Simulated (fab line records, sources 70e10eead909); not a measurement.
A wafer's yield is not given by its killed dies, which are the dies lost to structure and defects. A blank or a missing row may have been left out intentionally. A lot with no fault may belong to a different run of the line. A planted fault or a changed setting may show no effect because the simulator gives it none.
Which of the tools did it?	flow nand_harc	15 lots with 45 wafers sampled at 6 steps, on a route of 1302 steps

## WHAT THE GAUGES READ, wafer by wafer
NHARC_P_STI_CD_MEAS_09: the cd target is 200 nm.
lot	measured	on	cd_nm (nm)
L238	day 2 20:42	cd_sem-01	196 198 198
L240	day 3 15:11	cd_sem-02	204 202 197
L241	day 4 03:44	cd_sem-01	205 202 200
L243	day 4 23:06	cd_sem-01	194 194 195
L244	day 5 08:01	cd_sem-01	199 199 203
L245	day 5 17:50	cd_sem-01	201 198 197
L246	day 6 05:04	cd_sem-02	200 206 209
L247	day 6 12:41	cd_sem-02	195 195 198
L250	day 7 21:04	cd_sem-03	198 199 199
L251	day 8 05:43	cd_sem-03	196 198 202
L256	day 10 09:06	cd_sem-02	198 198 205
L257	day 10 21:05	cd_sem-01	185 182 181 184 182 180
L259	day 11 13:40	cd_sem-01	179 179 186 179 179 186
L260	day 11 22:59	cd_sem-02	181 182 181 181 182 181
L261	day 12 09:31	cd_sem-01	196 205 204

NHARC_P_STI_OCD_MEAS_17.
lot	measured	on	trench_depth_nm (nm)	trench_foot_cd_nm (nm)
L238	day 2 21:29	ocd-02	295 297 304	155 157 156
L240	day 3 15:58	ocd-02	305 307 292	161 160 157
L241	day 4 04:32	ocd-01	300 291 301	162 161 157
L243	day 4 23:53	ocd-02	297 298 305	153 152 153
L244	day 5 08:48	ocd-02	295 301 299	157 157 161
L245	day 5 18:39	ocd-01	290 297 302	161 157 155
L246	day 6 05:50	ocd-02	290 302 300	159 163 167
L247	day 6 13:28	ocd-01	302 307 300	153 152 156
L250	day 7 21:51	ocd-02	308 294 298	155 158 157
L251	day 8 06:31	ocd-01	303 292 303	153 158 159
L256	day 10 09:53	ocd-02	297 294 297	156 157 164
L257	day 11 06:02	ocd-02	302 302 301 303 301 301	142 140 138 142 140 138
L259	day 11 20:51	ocd-01	300 303 309 300 303 310	137 136 143 137 137 143
L260	day 12 05:35	ocd-02	293 300 295 293 301 295	140 140 140 140 140 140
L261	day 12 10:20	ocd-01	292 300 300	155 163 162

NHARC_P_GATE_CD_MEAS_11: the cd target is 1640 nm.
lot	measured	on	cd_nm (nm)
L238	day 4 06:40	cd_sem-01	1643.0 1641.1 1641.6
L240	day 5 06:22	cd_sem-03	1639.3 1642.4 1640.0
L241	day 5 15:55	cd_sem-02	1638.6 1642.1 1640.0
L243	day 6 15:18	cd_sem-01	1640.6 1643.1 1638.8
L244	day 6 15:16	cd_sem-03	1639.4 1643.3 1637.8
L245	day 7 09:23	cd_sem-02	1644.5 1639.5 1641.1
L246	day 7 21:25	cd_sem-01	1645.1 1640.6 1641.7
L247	day 8 02:08	cd_sem-03	1642.2 1642.4 1642.8
L250	day 9 09:58	cd_sem-03	1640.4 1639.9 1638.3
L251	day 9 17:06	cd_sem-02	1638.3 1636.3 1640.3
L256	day 11 21:37	cd_sem-02	1637.6 1640.2 1640.3
L257	day 12 11:14	cd_sem-03	1639.2 1639.0 1640.2
L259	day 13 00:01	cd_sem-01	1636.4 1639.5 1639.2
L260	day 13 16:37	cd_sem-03	1641.3 1638.3 1641.5
L261	day 13 22:40	cd_sem-01	1641.4 1640.2 1642.8

## EACH LOT AND THE TOOL THAT RAN IT (in order: tool; ch and the chambers of the sampled wafers; start)
lot	NHARC_P_ZERO_WELL_ETCH_62	NHARC_P_ZERO_WELL_RTA_42	NHARC_P_STI_PEB_07
L238	rie_diel-03 ch 0,1,2, day 2 02:55 or earlier	rtp_anneal-01 ch 0, day 2 02:55	litho_track-02 ch 0, day 2 20:37
L240	rie_diel-03 ch 0,2,3, day 2 23:00 or earlier	rtp_anneal-01 ch 0, day 2 23:00	litho_track-07 ch 0, day 3 15:06
L241	rie_diel-13 ch 0,1, day 3 08:53 or earlier	rtp_anneal-01 ch 0, day 3 08:53	litho_track-02 ch 0, day 4 03:40
L243	rie_diel-03 ch 0,1, day 4 07:28 or earlier	rtp_anneal-02 ch 0, day 4 07:28	litho_track-05 ch 0, day 4 23:01
L244	rie_diel-02 ch 0,2, day 4 15:02 or earlier	rtp_anneal-02 ch 0, day 4 15:02	litho_track-02 ch 0, day 5 07:56
L245	rie_diel-03 ch 0,3, day 5 00:52 or earlier	rtp_anneal-01 ch 0, day 5 00:52	litho_track-02 ch 0, day 5 17:44
L246	rie_diel-02 ch 0,2,3, day 5 10:55 or earlier	rtp_anneal-02 ch 0, day 5 10:55	litho_track-02 ch 0, day 6 04:59
L247	rie_diel-03 ch 1,2, day 5 20:45 or earlier	rtp_anneal-02 ch 0, day 5 20:45	litho_track-05 ch 0, day 6 12:37
L250	rie_diel-13 ch 0,1,2, day 7 02:46 or earlier	rtp_anneal-02 ch 0, day 7 02:46	litho_track-05 ch 0, day 7 20:59
L251	rie_diel-02 ch 0,1,2, day 7 12:46 or earlier	rtp_anneal-01 ch 0, day 7 12:46	litho_track-07 ch 0, day 8 05:38
L256	rie_diel-02 ch 0,2,3, day 9 14:54 or earlier	rtp_anneal-02 ch 0, day 9 14:54	litho_track-02 ch 0, day 10 09:01
L257	rie_diel-03 ch 1,3, day 10 01:06 or earlier	rtp_anneal-02 ch 0, day 10 01:06	litho_track-02 ch 0, day 10 21:00
L259	rie_diel-02 ch 0,1,2, day 10 21:03 or earlier	rtp_anneal-01 ch 0, day 10 21:03	litho_track-02 ch 0, day 11 13:35
L260	rie_diel-03 ch 1,2,3, day 11 07:22 or earlier	rtp_anneal-02 ch 0, day 11 07:22	litho_track-02 ch 0, day 11 22:55
L261	rie_diel-02 ch 0,2,3, day 11 16:46 or earlier	rtp_anneal-02 ch 0, day 11 16:46	litho_track-07 ch 0, day 12 09:26
- NHARC_P_ZERO_WELL_ETCH_62: etches the open film in CHF3/Ar, target depth 13 nm, time 6.5 s.
- NHARC_P_ZERO_WELL_RTA_42: time 300 s.
- NHARC_P_STI_PEB_07: peb time 80 s.

## WHAT THE TOOLS THEMSELVES READ (means of the sampled wafers that have a number; where no wafer has one, the mark that the record gives instead)
NHARC_P_ZERO_WELL_ETCH_62.
lot	tool	drypump_motor_current_A (A)	mfc_ar_sccm (sccm)	oes_product_au (a.u.)	rf_vpp_V (V)	showerhead_plenum_p_Torr (Torr)	throttle_valve_pct (%)
L238	rie_diel-03	6.02	200.4	0.960	370.9	2.37	20.219
L240	rie_diel-03	5.95	200.0	0.934	370.9	2.35	20.218
L241	rie_diel-13	5.45	199.1	0.963	371.0	2.35	20.214
L243	rie_diel-03	5.96	200.2	0.959	373.3	2.47	20.216
L244	rie_diel-02	5.59	199.6	0.948	368.5	2.25	20.216
L245	rie_diel-03	5.82	200.0	0.937	372.6	2.42	20.226
L246	rie_diel-02	5.62	200.3	0.944	368.6	2.27	20.220
L247	rie_diel-03	6.04	199.8	0.953	369.9	2.31	20.215
L250	rie_diel-13	5.75	199.8	0.943	370.7	2.32	20.207
L251	rie_diel-02	5.78	200.4	0.962	369.8	2.34	20.210
L256	rie_diel-02	5.62	200.0	0.968	369.0	2.26	20.213
L257	rie_diel-03	5.83	199.6	0.980	373.1	2.46	20.220
L259	rie_diel-02	5.75	200.3	0.963	370.1	2.33	20.211
L260	rie_diel-03	5.93	199.3	0.969	371.3	2.38	20.216
L261	rie_diel-02	5.62	200.0	0.946	368.1	2.25	20.214

NHARC_P_ZERO_WELL_RTA_42.
lot	tool	anneal_temp_c_max	lamp_power_pct (%)	lamp_zone_5_pct (%)	wafer_temp_C_max
L238	rtp_anneal-01	1105.5	42	42	1104.6
L240	rtp_anneal-01	1105.9	42	42	1105.1
L241	rtp_anneal-01	1106.6	42	42	1104.8
L243	rtp_anneal-02	1103.7	35	35	1104.2
L244	rtp_anneal-02	1103.8	35	35	1103.7
L245	rtp_anneal-01	1106.1	42	42	1103.9
L246	rtp_anneal-02	1103.4	35	35	1104.5
L247	rtp_anneal-02	1104.0	35	35	1104.1
L250	rtp_anneal-02	1104.2	35	35	1103.7
L251	rtp_anneal-01	1107.1	42	42	1104.9
L256	rtp_anneal-02	1103.6	35	35	1105.0
L257	rtp_anneal-02	1103.9	35	35	1104.8
L259	rtp_anneal-01	1104.9	42	42	1105.1
L260	rtp_anneal-02	1103.9	35	35	1104.6
L261	rtp_anneal-02	1102.4	35	35	1103.6

NHARC_P_STI_PEB_07.
lot	tool	heater_power_total_W (W)	plate_temp_C (C)
L238	litho_track-02	190.1	127.99
L240	litho_track-07	189.5	128.09
L241	litho_track-02	189.4	127.84
L243	litho_track-05	189.3	127.96
L244	litho_track-02	189.2	127.98
L245	litho_track-02	189.9	128.04
L246	litho_track-02	188.6	127.70
L247	litho_track-05	189.6	128.10
L250	litho_track-05	189.6	128.03
L251	litho_track-07	190.1	127.96
L256	litho_track-02	189.6	127.87
L257	litho_track-02	184.8	125.61
L259	litho_track-02	184.6	125.56
L260	litho_track-02	185.9	125.65
L261	litho_track-07	189.8	127.97

## THE ANSWER, worked out from the rows above alone
Rule: what is usual is taken from the lots themselves. The widest of any qualifying gaps counts: lots, ordered by their means at a reading, are off when they make up no more than a third of the lots, leave a main group of 4 or more, and stand apart from it by 3 or more times the standard deviation of that group's means. Not used: any main group whose means are identical at the precision the tables above print for the reading. A lot without any number at a reading at which 4 lots or more have one is off too. All remaining lots with rows at the step are treated as sound. After the gauges, taken in route order, come the tools' own readings; for these a lot's mean is taken, as printed above. At the first step where some lot is off, the reading lying furthest off is the one used; lots without a number count as furthest.
Off: L257, L259, L260, at NHARC_P_STI_CD_MEAS_09 (cd_nm). For the main group the mean is 200 nm and the standard deviation 2.8.
If a tool, at a process step before that reading, ran all the lots that are off and no sound lot after the first of them, it fits. Not tried: the gauges at NHARC_P_STI_CD_MEAS_09; whatever is off there is also off at NHARC_P_STI_OCD_MEAS_17, on other tools, and gauge error can't account for it. NHARC_P_ZERO_WELL_ETCH_62: start missing for some lots; hours and lot order therefore follow NHARC_P_ZERO_WELL_RTA_42. One candidate fits, namely litho_track-02 at NHARC_P_STI_PEB_07. Its last sound lot is L256 (day 10 09:01), its first lot that is off L257 (day 10 21:00): a fault that began between those two fits.
The tool's own readings at NHARC_P_STI_PEB_07 bear it out: on the lots that are off they differ by more than 5 times the standard deviation of the sound lots' means. heater_power_total_W reads 185.1 W there against 189.6 W on the sound lots; plate_temp_C reads 125.61 C there against 127.96 C on the sound lots.

## WHAT WAS PUT IN BY THE SIMULATOR
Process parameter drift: litho_track-02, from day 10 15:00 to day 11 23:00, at NHARC_P_STI_PEB_07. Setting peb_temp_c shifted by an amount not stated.
Struck lots among those shown: L257, L259, L260. The same result came from the rule above.
